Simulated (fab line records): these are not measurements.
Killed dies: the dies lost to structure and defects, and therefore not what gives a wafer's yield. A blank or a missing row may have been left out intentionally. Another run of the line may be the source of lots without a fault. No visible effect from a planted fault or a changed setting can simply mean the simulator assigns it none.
Chamber matching    flow n5Finfet    N5_BEOL_M6_ETCH_72 on rieDiel-04: 4 sister chambers
The step etches underlayer in N2/H2, target depth 6.5 nm, time 5.2 s. 8 wafers are shown with their chamber, then 9 later ones without.

WAFERS, EACH WITH ITS CHAMBER
wafer   chamber  showerheadPlenumPTorr (Torr)  throttleValvePct (%)
L084.6  0        2.44                          17.92
L091.4  2        2.50                          17.86
L091.6  3        2.50                          17.70
L092.3  2        2.50                          17.89
L092.6  1        2.41                          17.60
L094.3  1        2.41                          17.61
L094.5  0        2.43                          17.95
L094.6  3        2.50                          17.68

WAFERS WITHOUT THEIR CHAMBER
wafer   showerheadPlenumPTorr (Torr)  throttleValvePct (%)
L093.1  2.50                          17.70
L093.3  2.40                          17.59
L093.5  2.40                          17.60
L095.2  2.43                          17.97
L095.4  2.40                          17.60
L095.5  2.43                          17.98
L096.3  2.43                          18.00
L096.4  2.49                          17.90
L096.5  2.40                          17.61

WHICH CHAMBER EACH ONE RAN IN
wafer   from the rows above  in truth
L093.1  3                    3
L093.3  1                    1
L093.5  1                    1
L095.2  0                    0
L095.4  1                    1
L095.5  0                    0
L096.3  0                    0
L096.4  2                    2
L096.5  1                    1
9 of 9 placed correctly. From these rows, 0 cannot be placed. Wrongly placed: 0.
How it was worked out, from the rows above alone: a wafer's distance from a chamber is the root of the sum, over the readings, of the square of ((its reading less the chamber's mean) divided by the reading's scatter). If the next closest chamber is less than 2 further off than the closest, the wafer can't be placed; otherwise it belongs to the closest. A chamber's mean is the mean of its shown wafers. The scatter: take each reading less its chamber's mean, square it, sum over the shown wafers, divide by the number of wafers less the number of chambers, and take the root.
